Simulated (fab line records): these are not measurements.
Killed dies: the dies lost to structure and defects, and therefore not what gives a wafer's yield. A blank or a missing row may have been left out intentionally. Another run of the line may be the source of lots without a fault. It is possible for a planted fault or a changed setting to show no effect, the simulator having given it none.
fab line records -- flow n5Finfet
record lots=5, wafers=15, lastDay=17
route steps=1938 shown BEOL_M11@1590 BEOL_M12@1602 PASSIVATION@1936
lots that met no fault: taken from a fault-free run of the same line
startH: hours from the record's first day to the start of the lot's first wafer shown -- waitH: how many hours have passed since the lot's step before this one -- " unchanged from the row above -- L1.1+2: a single row standing in for several wafers -- - either no value or no given start -- * or withheld: withheld -- < > ~ a bound
route shown NAME@n: names a module that has steps shown in the file, with the first one's number in the route -- usual: mean/standard deviation taken from wafers without a fault -- same: alike in all rows -- chamber/n: place in a boat -- sites: each site's reading -- _std_site: standard deviation across them -- _edge_site: the outer-site mean with the inner-site mean subtracted -- radiusMm: for every site, how far away it sits from the centre of the wafer -- mask NAME#n: copy n -- behind: the last tool/chamber to shape the wafer -- hold: why the lot was held/for how many hours/how that ended -- device: whichever transistor did not switch (one of n, p or np) -- end of line: at the end of the route, the tests of the same wafers -- where a step has no rows: the recipe by itself -- killed: at the first sort, the dies lost to defects and structure; wafer yield is something else -- map: per-die view of a wafer (x killed, . not killed, _ where there is no die)
set.NAME: the run value of the setting; set.NAME@STEP: its run value at that earlier step -- model.NAME: the simulator's own value behind a step, which no gauge read
lots at selected steps of the route; one table per step, one row per wafer
services: when a tool's chamber went out of use (startH, in hours from the record's first day, below 0 if earlier), for how many hours, and the reason
## steps
# step N5_BEOL_M11_ALD_74
# recipe material=TaN, targetThkA=20, tempC=275, aldPrecursorFamily=PDMAT, aldCoReactant=NH3, pressureTorr=3, carrierFlowSccm=1500, pulseTimeS=2, purgeTimeS=3, coReactantPurgeTimeS=2, coReactantPulseTimeS=3, aldCycles=40, precursorVesselTempC=75, precursorVesselPressureTorr=26.25, precursorVesselCarrierSccm=1000
# usual heaterPowerW=416/35, precursorVesselPressureTorr=26.24/0.051
# same coReactantPulseTimeS=3, coReactantPurgeTimeS=2
lot.wafer,tool,chamber,startH,waitH,heaterPowerW,precursorVesselPressureTorr
L412.2,aldMetal-04,3,235.41,0.1,399,26.29
L412.4,aldMetal-04,0,235.41,0.1,402,26.33
L412.5,aldMetal-04,2,235.41,0.1,372,26.20
L413.4,aldMetal-03,3,257.07,0.2,465,26.20
L413.5,aldMetal-03,2,257.07,0.2,445,26.32
L413.6,aldMetal-03,1,257.07,0.2,392,26.34
L423.2,aldMetal-04,2,311.68,0.1,378,26.29
L423.5,aldMetal-04,3,311.68,0.1,397,26.16
L423.6,aldMetal-04,2,311.68,0.1,373,26.23
L428.2,aldMetal-03,2,327.44,0.1,438,26.14
L428.4,aldMetal-03,3,327.44,0.1,471,26.23
L428.6,aldMetal-03,0,327.44,0.1,480,26.27
L434.1,aldMetal-04,1,365.76,0.0,428,26.28
L434.4,aldMetal-04,2,365.76,0.0,360,26.31
L434.5,aldMetal-04,2,365.76,0.0,368,26.31
# step N5_BEOL_M11_SURFACE_TREAT_76
# recipe gas=Ar, timeS=*, ionEnergyEv=*, ionCurrentMaCm2=0.5, pressureMtorr=*, arFlowSccm=30
# usual throttleValvePct=*
lot.wafer,tool,chamber,startH,waitH,throttleValvePct
L412.2,pvdSputter-02,-,235.69,0.2,*
L412.4,pvdSputter-02,-,235.69,0.2,*
L412.5,pvdSputter-02,-,235.69,0.2,*
L413.4,pvdSputter-01,-,257.26,0.1,*
L413.5,pvdSputter-01,-,257.26,0.1,*
L413.6,pvdSputter-01,-,257.26,0.1,*
L423.2,pvdSputter-01,-,312.16,0.3,*
L423.5,pvdSputter-01,-,312.16,0.3,*
L423.6,pvdSputter-01,-,312.16,0.3,*
L428.2,pvdSputter-03,-,327.80,0.2,*
L428.4,pvdSputter-03,-,327.80,0.2,*
L428.6,pvdSputter-03,-,327.80,0.2,*
L434.1,pvdSputter-01,-,366.14,0.2,*
L434.4,pvdSputter-01,-,366.14,0.2,*
L434.5,pvdSputter-01,-,366.14,0.2,*
# step N5_BEOL_M11_CVD_75
# recipe material=Co, targetThkA=20, tempC=withheld, precursor=CCTBA/H2, pressureTorr=30, timeS=138.9
# step N5_BEOL_M11_SPUTTER_48
# recipe material=Cu, targetThkA=120, tempC=-20, biasV=60, powerW=26000, chamberPressurePa=0.13, timeS=2
# step N5_BEOL_M11_ECD_50
# recipe material=Cu, targetThkA=3180
# step N5_BEOL_M11_ANNEAL_51
# recipe tempC=225, timeS=90, ambient=N2
# usual wafer_temp_C_max=225.7/0.32
lot.wafer,tool,chamber,startH,waitH,wafer_temp_C_max
L412.2,rtpAnneal-01,0,236.40,0.3,225.2
L412.4,rtpAnneal-01,0,236.40,0.3,225.5
L412.5,rtpAnneal-01,0,236.40,0.3,225.5
L413.4,rtpAnneal-01,0,258.08,0.2,225.5
L413.5,rtpAnneal-01,0,258.08,0.2,225.4
L413.6,rtpAnneal-01,0,258.08,0.2,225.7
L423.2,rtpAnneal-01,0,313.02,0.2,225.4
L423.5,rtpAnneal-01,0,313.02,0.2,225.5
L423.6,rtpAnneal-01,0,313.02,0.2,225.3
L428.2,rtpAnneal-01,0,328.39,0.2,225.3
L428.4,rtpAnneal-01,0,328.39,0.2,225.2
L428.6,rtpAnneal-01,0,328.39,0.2,225.6
L434.1,rtpAnneal-02,0,366.59,0.1,225.7
L434.4,rtpAnneal-02,0,366.59,0.1,225.9
L434.5,rtpAnneal-02,0,366.59,0.1,225.7
# step N5_BEOL_M11_CMP_52
# recipe stopOn=SiCOH_lowk, tOverpolishS=7, downForcePsi=1, platenRpm=50, clearingPlatenDownForcePsi=1.5, clearingPlatenRpm=50, postCmpClean=cuAlkaline, targetThkNm=140, clearingPlatenPadVelocityMS=0.99484, padVelocityMS=0.99484
# usual barrierFieldEndpointS=28.6/0.7, motorCurrentA=6.1/0.71, overpolishRunS=7.000/0.0086, timeToEndpointS=66.1/2.8
lot.wafer,tool,chamber,startH,waitH,barrierFieldEndpointS,motorCurrentA,overpolishRunS,timeToEndpointS
L412.2,cmp-02,0,236.65,0.2,28.5,5.9,6.997,67.3
L412.4,cmp-02,3,236.65,0.2,29.0,5.7,7.002,65.1
L412.5,cmp-02,1,236.65,0.2,29.7,6.9,6.982,68.1
L413.4,cmp-01,3,258.31,0.2,28.9,4.7,6.991,65.0
L413.6,cmp-01,1,258.31,0.2,29.0,5.8,7.000,69.7
L413.5,cmp-01,2,258.31,0.2,28.4,7.4,7.000,63.9
L423.2,cmp-01,3,313.31,0.2,28.7,4.9,7.000,68.0
L423.5,cmp-01,2,313.31,0.2,28.6,7.3,7.008,61.6
L423.6,cmp-01,3,313.31,0.2,29.3,4.8,6.986,68.0
L428.2,cmp-03,1,328.64,0.2,28.9,6.2,7.002,65.1
L428.4,cmp-03,3,328.64,0.2,28.8,6.7,6.999,64.1
L428.6,cmp-03,2,328.64,0.2,28.4,6.6,6.999,65.1
L434.4,cmp-01,1,366.93,0.2,29.0,6.1,7.003,64.5
L434.1,cmp-01,2,366.93,0.2,28.7,8.0,6.997,64.6
L434.5,cmp-01,0,366.93,0.2,29.0,5.7,7.004,65.5
# step N5_BEOL_M11_THK_MEAS_53
# recipe thkMeasGauge=xrf, reads=Cu_of_BEOL_M11_ECD_50
# usual M11_THK=138.6/2.3
lot.wafer,tool,chamber,startH,waitH,M11_THK[nm]
L412.2,filmMetro-02,-,236.94,-,139.2
L412.4,filmMetro-02,-,236.94,-,136.6
L412.5,filmMetro-02,-,236.94,-,136.0
L413.4,filmMetro-02,-,258.53,-,143.2
L413.5,filmMetro-02,-,258.53,-,135.7
L413.6,filmMetro-02,-,258.53,-,139.9
L423.2,filmMetro-02,-,313.57,-,140.2
L423.5,filmMetro-02,-,313.57,-,134.4
L423.6,filmMetro-02,-,313.57,-,140.0
L428.2,filmMetro-02,-,328.94,-,141.6
L428.4,filmMetro-02,-,328.94,-,140.3
L428.6,filmMetro-02,-,328.94,-,140.8
L434.1,filmMetro-02,-,367.18,-,137.8
L434.4,filmMetro-02,-,367.18,-,141.1
L434.5,filmMetro-02,-,367.18,-,136.7
# step N5_BEOL_M11_PRE_CLEAN_55
# recipe gas=NH3, timeS=15, tempC=withheld, rfPowerW=300
# step N5_BEOL_M11_DEP_56
# recipe material=SiCN, targetThkA=300, tempC=withheld, precursor=3MS/NH3, pressureTorr=3, rfW=675, timeS=10.5
# step N5_BEOL_M11_RS_MEAS_57
# recipe thkMeasGauge=four-point-probe, reads=Cu_of_BEOL_M11_ECD_50+Co_of_BEOL_M11_CVD_75+TaN_of_BEOL_M11_ALD_74
# usual M11_RS=0.1523/0.0029
lot.wafer,tool,chamber,startH,waitH,M11_RS[ohm/sq]
L412.2,filmMetro-01,-,237.07,0.0,0.1523
L412.4,filmMetro-01,-,237.07,0.0,0.1553
L412.5,filmMetro-01,-,237.07,0.0,0.1558
L413.4,filmMetro-02,-,258.66,0.0,0.1483
L413.5,filmMetro-02,-,258.66,0.0,0.1571
L413.6,filmMetro-02,-,258.66,0.0,0.1514
L423.2,filmMetro-02,-,313.70,0.0,0.1496
L423.5,filmMetro-02,-,313.70,0.0,0.1567
L423.6,filmMetro-02,-,313.70,0.0,0.1493
L428.2,filmMetro-02,-,329.06,0.0,0.1493
L428.4,filmMetro-02,-,329.06,0.0,0.1500
L428.6,filmMetro-02,-,329.06,0.0,0.1498
L434.1,filmMetro-01,-,367.31,0.0,0.1533
L434.4,filmMetro-01,-,367.31,0.0,0.1492
L434.5,filmMetro-01,-,367.31,0.0,0.1546
# step N5_BEOL_M11_INSPECT_58
# recipe inspectInstrument=darkfield, mode=postDep
# usual rawDefectCount=72/23
lot.wafer,tool,chamber,startH,waitH,rawDefectCount
L412.2,defectInspect-01,-,237.09,0.0,75
L412.4,defectInspect-01,-,237.09,0.0,81
L412.5,defectInspect-01,-,237.09,0.0,61
L413.4,defectInspect-02,-,258.69,0.0,56
L413.5,defectInspect-02,-,258.69,0.0,69
L413.6,defectInspect-02,-,258.69,0.0,58
L423.2,defectInspect-02,-,313.72,0.0,117
L423.5,defectInspect-02,-,313.72,0.0,103
L423.6,defectInspect-02,-,313.72,0.0,40
L428.2,defectInspect-02,-,329.09,0.0,107
L428.4,defectInspect-02,-,329.09,0.0,96
L428.6,defectInspect-02,-,329.09,0.0,149
L434.1,defectInspect-01,-,367.33,0.0,115
L434.4,defectInspect-01,-,367.33,0.0,102
L434.5,defectInspect-01,-,367.33,0.0,85
# step N5_BEOL_M12_ILD_DEP_00
# recipe material=SiOC, targetThkA=6589.2, tempC=350, precursor=DEMS/O2, pressureTorr=5, rfW=500, timeS=130.7
# usual heaterPowerW=475/64, showerheadPlenumPTorr=5.686/0.017, throttleValvePct=12.1/0.6
lot.wafer,tool,chamber,startH,waitH,heaterPowerW,showerheadPlenumPTorr,throttleValvePct
L412.2,pecvd-02,2,237.13,0.0,476,5.684,11.7
L412.4,pecvd-02,0,237.13,0.0,462,5.702,12.8
L412.5,pecvd-02,2,237.13,0.0,375,5.690,11.5
L413.4,pecvd-01,1,258.77,0.1,353,5.659,13.4
L413.5,pecvd-01,0,258.77,0.1,582,5.695,11.7
L413.6,pecvd-01,2,258.77,0.1,429,5.663,11.7
L423.2,pecvd-01,2,313.76,0.0,462,5.684,11.9
L423.5,pecvd-01,0,313.76,0.0,566,5.686,11.7
L423.6,pecvd-01,2,313.76,0.0,475,5.687,11.9
L428.2,pecvd-02,1,329.15,0.1,390,5.689,11.8
L428.4,pecvd-02,1,329.15,0.1,406,5.683,12.0
L428.6,pecvd-02,0,329.15,0.1,518,5.698,12.8
L434.1,pecvd-04,2,367.37,0.0,564,5.674,11.4
L434.4,pecvd-04,1,367.37,0.0,496,5.710,12.1
L434.5,pecvd-04,0,367.37,0.0,557,5.691,12.2
# step N5_BEOL_M12_THK_MEAS_01
# recipe reads=SiOC_of_BEOL_M12_ILD_DEP_00
# usual M12_ILD_THK=660/9.4
lot.wafer,tool,chamber,startH,waitH,M12_ILD_THK[nm]
L412.2,filmMetro-02,-,237.26,0.1,649
L412.4,filmMetro-02,-,237.26,0.1,672
L412.5,filmMetro-02,-,237.26,0.1,666
L413.4,filmMetro-01,-,258.85,0.0,665
L413.5,filmMetro-01,-,258.85,0.0,672
L413.6,filmMetro-01,-,258.85,0.0,660
L423.2,filmMetro-02,-,313.89,0.1,659
L423.5,filmMetro-02,-,313.89,0.1,669
L423.6,filmMetro-02,-,313.89,0.1,673
L428.2,filmMetro-02,-,329.28,0.1,635
L428.4,filmMetro-02,-,329.28,0.1,646
L428.6,filmMetro-02,-,329.28,0.1,664
L434.1,filmMetro-02,-,367.50,0.1,659
L434.4,filmMetro-02,-,367.50,0.1,676
L434.5,filmMetro-02,-,367.50,0.1,678
# step N5_BEOL_M12_COAT_58
# recipe resist=BARC, tempC=205, timeS=60, spinRpm=1500, resistThkNm=89
# step N5_BEOL_M12_COAT_04
# recipe spinRpm=1625, resistThkNm=400
# step N5_BEOL_M12_EBR_06
# recipe solvent=PGMEA, ebrWidthMm=1.5
# step N5_BEOL_M12_SOFTBAKE_05
# recipe tempC=130, timeS=60
# step N5_BEOL_M12_EXPOSE_07
# recipe maskId=V11, na=0.93, sourceShape=conventional, sigmaOuter=0.6, polarization=unpolarized, attpsmPhaseDeg=180, doseMj=32.5
# step N5_BEOL_M12_PEB_08
# recipe pebTempC=130, pebTimeS=90
# step N5_BEOL_M12_DEVELOP_09
# recipe developTimeS=45, rinseLiquid=diw, dry=airSpin, devTempC=21
# step N5_BEOL_M12_HARDBAKE_14
# recipe tempC=130, timeS=120
# step N5_BEOL_M12_CD_MEAS_10
# recipe targetCdNm=140, landingEnergyEv=500, detector=seInlens, polarity=opening
# usual cdNm=139.4/2.2
# same landingEnergyEv=500
lot.wafer,tool,chamber,startH,waitH,cdNm
L412.2,cdSem-02,0,237.69,-,140.3
L412.4,cdSem-02,0,237.69,-,141.5
L412.5,cdSem-02,0,237.69,-,142.4
L413.4,cdSem-01,0,259.28,-,139.3
L413.5,cdSem-01,0,259.28,-,139.5
L413.6,cdSem-01,0,259.28,-,138.5
L423.2,cdSem-01,0,314.20,-,139.0
L423.5,cdSem-01,0,314.20,-,140.1
L423.6,cdSem-01,0,314.20,-,138.9
L428.2,cdSem-01,0,329.59,-,139.1
L428.4,cdSem-01,0,329.59,-,142.2
L428.6,cdSem-01,0,329.59,-,137.8
L434.1,cdSem-03,0,367.80,-,137.4
L434.4,cdSem-03,0,367.80,-,138.9
L434.5,cdSem-03,0,367.80,-,137.0
# step N5_BEOL_M12_OVL_MEAS_11
# recipe pointsPerWafer=44
# usual V11_OVL=-5/5.2
# same pointsPerWafer=44
lot.wafer,tool,chamber,startH,waitH,V11_OVL[nm]
L412.2,overlay-01,0,237.72,0.0,-10
L412.4,overlay-01,0,237.72,0.0,-5
L412.5,overlay-01,0,237.72,0.0,-9
L413.4,overlay-02,0,259.31,0.0,-6
L413.5,overlay-02,0,259.31,0.0,-10
L413.6,overlay-02,0,259.31,0.0,-5
L423.2,overlay-01,0,314.23,0.0,-1
L423.5,overlay-01,0,314.23,0.0,-11
L423.6,overlay-01,0,314.23,0.0,-6
L428.2,overlay-02,0,329.62,0.0,-7
L428.4,overlay-02,0,329.62,0.0,-8
L428.6,overlay-02,0,329.62,0.0,5
L434.1,overlay-02,0,367.83,0.0,7
L434.4,overlay-02,0,367.83,0.0,-4
L434.5,overlay-02,0,367.83,0.0,0
# step N5_BEOL_M12_INSPECT_12
# recipe mode=adi, inspectInstrument=macro
# usual rawDefectCount=2.0/1.4
lot.wafer,tool,chamber,startH,waitH,rawDefectCount
L412.2,defectInspect-01,-,237.74,0.0,1
L412.4,defectInspect-01,-,237.74,0.0,3
L412.5,defectInspect-01,-,237.74,0.0,3
L413.4,defectInspect-01,-,259.34,0.0,4
L413.5,defectInspect-01,-,259.34,0.0,2
L413.6,defectInspect-01,-,259.34,0.0,2
L423.2,defectInspect-01,-,314.25,0.0,2
L423.5,defectInspect-01,-,314.25,0.0,1
L423.6,defectInspect-01,-,314.25,0.0,0
L428.2,defectInspect-02,-,329.64,0.0,0
L428.4,defectInspect-02,-,329.64,0.0,0
L428.6,defectInspect-02,-,329.64,0.0,>300
L434.1,defectInspect-01,-,367.86,0.0,4
L434.4,defectInspect-01,-,367.86,0.0,1
L434.5,defectInspect-01,-,367.86,0.0,2
# step N5_BEOL_M12_DESCUM_15
# recipe chemistry=O2, timeS=7.9, sourcePowerW=50, biasPowerW=20, pressureMtorr=20, rfFrequencyHz=2.712e+07, tempC=40, o2FlowSccm=225
# usual biasPowerW=20.00/0.053, drypumpMotorCurrentA=5.8/0.46, oesProductAu=0.82/0.068, rfVppV=243.2/1.4, showerheadPlenumPTorr=2.10/0.075, throttleValvePct=20.37/0.24
lot.wafer,tool,chamber,startH,waitH,biasPowerW,drypumpMotorCurrentA,oesProductAu,rfHoursCounterH,rfVppV,showerheadPlenumPTorr,throttleValvePct
L412.2,rieDiel-05,2,238.13,0.4,19.99,6.2,0.68,246,243.9,2.12,20.46
L412.4,rieDiel-05,0,238.13,0.4,19.97,5.5,0.80,86,243.7,2.21,20.15
L412.5,rieDiel-05,3,238.13,0.4,19.98,5.6,0.71,-,243.4,2.07,20.53
L413.4,rieDiel-01,1,259.39,0.0,20.00,5.6,0.86,-,244.1,2.11,19.96
L413.5,rieDiel-01,0,259.39,0.0,19.97,5.1,0.80,-,241.5,2.04,20.25
L413.6,rieDiel-01,3,259.39,0.0,20.01,5.2,0.83,-,240.8,2.04,20.58
L423.2,rieDiel-03,3,314.29,0.0,19.95,5.7,0.78,149,245.6,2.17,20.45
L423.5,rieDiel-03,1,314.29,0.0,19.93,6.7,0.84,-,243.6,2.05,20.49
L423.6,rieDiel-03,0,314.29,0.0,20.03,5.5,0.93,-,245.3,2.23,19.97
L428.2,rieDiel-03,0,329.76,0.1,20.11,5.5,0.91,34,245.1,2.23,19.97
L428.4,rieDiel-03,2,329.76,0.1,20.04,5.9,0.81,92,242.2,2.03,20.53
L428.6,rieDiel-03,2,329.76,0.1,20.04,5.9,0.80,-,242.2,2.03,20.53
L434.1,rieDiel-01,0,367.89,0.0,19.99,5.1,0.76,130,241.6,2.03,20.31
L434.4,rieDiel-01,2,367.89,0.0,19.86,5.8,0.90,40,240.9,2.03,20.53
L434.5,rieDiel-01,3,367.89,0.0,20.00,5.2,0.78,-,242.8,2.03,20.66
# step N5_PASSIVATION_PROBE_49
# usual defectLimitedYield=91.5/1.4, killed_at_M0_to_M3=32/9.7, killed_at_M4_up=14/5.3, killedAtContacts=11/6, killedAtFrontEnd=39/14, killedAtOther=3.3/2.7, killedDies=100/17, killedOnRim=14/4, killedOpen=66/13, killedShort=32/7.4, sort_bin_5_function=4.9/0.9, sort_bin_6_memory=3.2/0.72, sortNPass=1080/17, sortYieldPct=91.5/1.4
# same grossDies=1180, killedAtBackSide=0, sort_bin_4_leakage[%]=0, sort_bin_8_speed[%]=0
lot.wafer,tool,chamber,startH,waitH,defectLimitedYield[%],killed_at_M0_to_M3,killed_at_M4_up,killedAtContacts,killedAtFrontEnd,killedAtOther,killedDies,killedOnRim,killedOpen,killedShort,sort_bin_5_function[%],sort_bin_6_memory[%],sortNPass,sortYieldPct[%]
L428.6,prober-01,-,368.18,0.3,82.3,43,99,4,62,1,209,28,56,53,10.2,4.7,971,82.3
# killed by level:class
L428.6 BEOL_M12:unspecified=90 FIN_SAQP:geometricParticle:short=19 BEOL_M0_SAQP:geometricParticle:open=16 STI_FIN_REVEAL:geometricParticle:open=12 BEOL_M0_SAQP:geometricParticle:short=11 FIN_SAQP:geometricParticle:open=8 HKMG_FIN:areaEtch=8 BEOL_M1:geometricParticle:open=4
# map L428.6 (x killed, . not)
_________________.x..........________________
______________...x...x....x....._____________
___________.....................x..__________
__________..x...x..x.x.x............_________
________.............................x_______
_______.....x.........x....x...........______
______.................................._____
_____.x..x................x......x..x....____
____x.x...x...............................___
___..xx.....x.....................x........__
___xxxxxxx...............x...x.............__
__xxxxxx.xx......x.........................x_
__xxxxxxxxxxx.x........x..x.......x....x...._
_xxxxxxxxxx.x..............x.................
_xxxxxxxxxx.......................x..........
_xxxxxxxxxxx.....xx................x.........
_xxxxxxxxxxx................................x
_xxxxxxxx...xx.x...................x......x..
_.xxxxx.xx..x....x....................x......
_xxx.xx..xx..............x.................x.
_....xxx.x.x....x.....x...x..xxx.............
__...x...........x....x.............x......._
__..................x.....x.........x......._
___..x..x...........x...x.................x__
___...x..x.xx...x....xxxx...x.x....x.....x.__
____....x.............x.......x..x...x....___
_____.x...............x.x..........x....x____
______............................x...x._____
_______......x.x................x...x..______
________......x...x.............xx..x._______
__________........x.......x.x......._________
___________.......x................__________
______________........x...xx...x_____________
_________________.....x..x...________________
# map L412.4 (x killed, . not)
_________________............________________
______________.......x..xx......_____________
___________...x..x.x...........x...__________
__________.....x...................._________
________.............x................_______
_______.....x.....x...x...x............______
______..............................x..._____
_____..........................x.........____
____....x..x..........x...x.........x.....___
___..............x............x..x..x......__
___.....x..........x........x.x............__
__...........................xx...........x._
__..x...........x.......................x..._
_.x.......x..............x.........x...x...x.
_.............x...x..x............x..........
_..............xx...x.x......xx...x...x......
_..............x.......................x.....
_...........x........x....x....x............x
_........x...........x.......................
_...xx.x.......xx..x..........x..............
_x...x.....x....x...................x........
__..x...............x..x.....x.........x...._
__.x...................x...............x...._
___xx...........xxx.............x..x.......__
___.......x.x....x............x..x........x__
____......................x...............___
_____...x..........x.....x...........x...____
______x..x...............x.............._____
_______x...x.........x.........x.x.....______
________x...........................x._______
__________......x....x.......x......_________
___________...........x............__________
______________x........x........_____________
_________________..xx..x.....________________
## services
tool,chamber,startH,hours,kind
cmp-01,-,211.87,4.0,pm
rieDiel-05,1,213.01,3.8,repair
aldMetal-03,-,229.01,8.7,pm
aldMetal-04,-,240.61,4.3,pm
rieDiel-05,2,241.53,4.6,repair
aldMetal-03,0,245.01,30.0,repair
pecvd-02,-,245.16,1.7,repair
cmp-02,-,256.81,4.4,pm
cmp-01,-,260.65,4.2,repair
cmp-03,-,269.63,1.2,repair
rieDiel-03,0,277.30,4.8,repair
aldMetal-04,0,281.30,1.5,repair
cmp-01,-,286.22,19.7,repair
rieDiel-01,0,293.25,34.3,repair
rieDiel-05,2,294.72,3.8,repair
pecvd-04,-,298.18,0.4,repair
rieDiel-05,0,303.23,6.3,repair
aldMetal-04,0,308.46,3.1,repair
pecvd-04,-,310.59,0.5,repair
pecvd-04,-,318.37,0.7,repair
pecvd-04,-,330.29,1.7,repair
pecvd-02,-,334.10,1.0,repair
rieDiel-03,3,353.62,2.7,repair
aldMetal-04,0,366.98,3.2,repair
## key
firstSign step=N5_BEOL_M12_INSPECT_12, reading=rawDefectCount, direction=up, sigmas=99+, usual=2.0, struck=>300
effect step=N5_PASSIVATION_PROBE_49, reading=killed_at_M4_up, direction=up, sigmas=16, usual=14, struck=99
moreKillsBornAt N5_BEOL_M12_ILD_DEP_00@pecvd-02=90
metAt N5_BEOL_M12_ILD_DEP_00
struckWafers L428.6
onsetBetween 237.13 329.15
fault kind=chamberParticleSource, tool=pecvd-02, chamber=0, onsetH=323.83, steps=N5_BEOL_M12_ILD_DEP_00, ratePerVisitCm2=0.75774, endH=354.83
